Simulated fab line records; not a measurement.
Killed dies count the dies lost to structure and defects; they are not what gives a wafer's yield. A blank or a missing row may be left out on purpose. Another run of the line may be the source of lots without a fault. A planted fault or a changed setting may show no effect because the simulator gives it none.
Matching of chambers    flow n5-finfet    N5_PASSIVATION_PECVD_01 on pecvd-04: 3 sister chambers
The step deposits SiNx from SiH4/NH3/N2, target thk 200 nm, time 43.2 s. 18 wafers are shown with their chamber, then 9 later ones without.

## WAFERS, EACH WITH ITS CHAMBER
wafer   chamber  throttle-valve-pct (%)  heater-power-w (W)  showerhead-plenum-p-Torr (Torr)
L074.3  1        30.2                    549                 8.61
L074.4  2        27.8                    382                 8.69
L074.6  0        27.2                    179                 8.62
L081.1  2        27.9                    346                 8.66
L081.3  0        27.5                    278                 8.63
L081.4  2        28.1                    355                 8.66
L084.1  0        27.4                    240                 8.63
L084.5  1        30.5                    511                 8.56
L084.6  2        28.0                    384                 8.66
L089.1  2        27.8                    258                 8.68
L089.2  1        30.8                    533                 8.58
L089.3  0        27.3                    194                 8.62
L089.4  0        27.4                    207                 8.62
L089.5  1        30.2                    535                 8.58
L089.6  2        27.9                    279                 8.66
L092.1  2        28.2                    366                 8.68
L092.2  0        27.2                    182                 8.64
L092.4  0        27.6                    196                 8.63

SIGNATURES, as means of the wafers listed above
reading                   chamber 0  chamber 1  chamber 2  scatter within a chamber
throttle-valve-pct        27.371     30.425     27.957     0.186
heater-power-w            210.86     532.00     338.57     39.6
showerhead-plenum-p-Torr  8.6271     8.5825     8.6700     0.0132
Rule: a wafer's distance from a chamber is the root of the sum, over the readings, of the square of ((its reading less the chamber's mean) divided by the reading's scatter). If the next closest chamber is less than 2 further off than the closest, the wafer can't be placed; otherwise it belongs to the closest. The scatter: take each reading less its chamber's mean, square it, sum over the shown wafers, divide by the number of wafers less the number of chambers, and take the root.

## WAFERS WITH NO CHAMBER GIVEN
wafer   throttle-valve-pct (%)  heater-power-w (W)  showerhead-plenum-p-Torr (Torr)
L092.3  28.0                    366                 8.65
L092.5  27.5                    212                 8.62
L092.6  28.3                    387                 8.67
L094.2  27.1                    264                 8.62
L094.4  27.3                    265                 8.65
L094.5  27.3                    273                 8.64
L095.4  27.5                    279                 8.63
L095.5  28.1                    385                 8.64
L095.6  27.5                    285                 8.62

## WHICH CHAMBER EACH ONE RAN IN
wafer   from the rows above  in truth
L092.3  2                    2
L092.5  0                    0
L092.6  2                    2
L094.2  0                    0
L094.4  0                    0
L094.5  0                    0
L095.4  0                    0
L095.5  2                    2
L095.6  0                    0
Correctly placed: 9 of 9. Can't be placed from these rows: 0. Placed wrongly: 0.
